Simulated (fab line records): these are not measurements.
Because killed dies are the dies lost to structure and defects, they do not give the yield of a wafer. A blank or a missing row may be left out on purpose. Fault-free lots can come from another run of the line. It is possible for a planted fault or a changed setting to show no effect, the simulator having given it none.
Split-lot study + flow n5_finfet + 7 lots, 21 wafers read, on a route of 1938 steps

THE SPLIT
At N5_PASSIVATION_AL_DEP_21 (deposits Al, target thk 2800 nm, time 170 s), the setting time_s was moved away from the recipe's 170 s on 4 of the 21 wafers read, by -12.8% to +14.6%. This setting was run at the recipe's value on the other wafers.

The reading is taken at the split's own step.

THE READING
Al_of_PASSIVATION_AL_DEP_21.thk_nm (the simulator's own value, which no gauge read), in nm, at N5_PASSIVATION_AL_DEP_21 (deposits Al, target thk 2800 nm, time 170 s). There is no usual value for it anywhere in the file. Average 2792 nm, standard deviation 22 nm, over the 17 wafers here run with the recipe.

| wafer  | tool, chamber at the split | time_s as run, s | against the recipe | Al_of_PASSIVATION_AL_DEP_21.thk_nm, nm | against lot-mates on the recipe |
|--------|----------------------------|------------------|--------------------|----------------------------------------|---------------------------------|
| L075.2 | pvd_sputter-02, -          | 170              | recipe             | 2776                                   | -                               |
| L075.3 | pvd_sputter-02, -          | 170              | recipe             | 2787                                   | -                               |
| L075.4 | pvd_sputter-02, -          | 170              | recipe             | 2775                                   | -                               |
| L081.3 | pvd_sputter-02, -          | 156.9            | -7.7%              | 2588                                   | -229                            |
| L081.5 | pvd_sputter-02, -          | 170              | recipe             | 2817                                   | -                               |
| L081.6 | pvd_sputter-02, -          | 156.9            | -7.7%              | 2586                                   | -231                            |
| L083.3 | pvd_sputter-01, -          | 170              | recipe             | 2799                                   | -                               |
| L083.5 | pvd_sputter-01, -          | 194.9            | +14.6%             | 3218                                   | +416                            |
| L083.6 | pvd_sputter-01, -          | 170              | recipe             | 2806                                   | -                               |
| L085.4 | pvd_sputter-02, -          | 170              | recipe             | 2804                                   | -                               |
| L085.5 | pvd_sputter-02, -          | 170              | recipe             | 2796                                   | -                               |
| L085.6 | pvd_sputter-02, -          | 170              | recipe             | 2808                                   | -                               |
| L089.1 | pvd_sputter-03, -          | 170              | recipe             | 2821                                   | -                               |
| L089.3 | pvd_sputter-03, -          | 170              | recipe             | 2815                                   | -                               |
| L089.6 | pvd_sputter-03, -          | 170              | recipe             | 2804                                   | -                               |
| L094.1 | pvd_sputter-01, -          | 148.2            | -12.8%             | 2419                                   | -379                            |
| L094.3 | pvd_sputter-01, -          | 170              | recipe             | 2786                                   | -                               |
| L094.6 | pvd_sputter-01, -          | 170              | recipe             | 2810                                   | -                               |
| L096.1 | pvd_sputter-01, -          | 170              | recipe             | 2775                                   | -                               |
| L096.4 | pvd_sputter-01, -          | 170              | recipe             | 2740                                   | -                               |
| L096.5 | pvd_sputter-01, -          | 170              | recipe             | 2752                                   | -                               |

THE FIT
A straight line over all 21 wafers: Al_of_PASSIVATION_AL_DEP_21.thk_nm changes by +28.5 nm for each +1% of time_s; r = +0.99; the points scatter about the line by 22 nm.
The same after taking each lot's own level away (the mean of its wafers on the recipe; 21 wafers): +29.1 nm for each +1%; r = +1.00; scatter 8.7 nm.
According to that fit, moving time_s by its largest amount changes the reading by 4.3e+02 nm.
The span of the lots' own levels, 2755.7 to 2817.0 nm, comes to 2.8 times the standard deviation stated above.
Hence the lot-to-lot level has little effect on the slope; both slopes agree.
Check: with one of the wafers moved furthest among these (+14.6%) left out of the fit, the line predicts +435 nm for it against its lot-mates. Against them it came out at +416 nm.

ADDITIONAL SPLITS CARRIED BY THESE WAFERS
These wafers also went through other splits before the reading. Each is held against what the fit with the lots' levels taken away leaves over:
| other split on the same wafers | wafers away from the commonest value | r with Al_of_PASSIVATION_AL_DEP_21.thk_nm (lot level and that fit taken away) |
|--------------------------------|--------------------------------------|-------------------------------------------------------------------------------|
| N5_BEOL_M15_PEB_26 peb_temp_c  | 8                                    | -0.32                                                                         |

FILE'S OWN FIT
Al_of_PASSIVATION_AL_DEP_21.thk_nm changes by +29 nm for each +1% of time_s, r = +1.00.
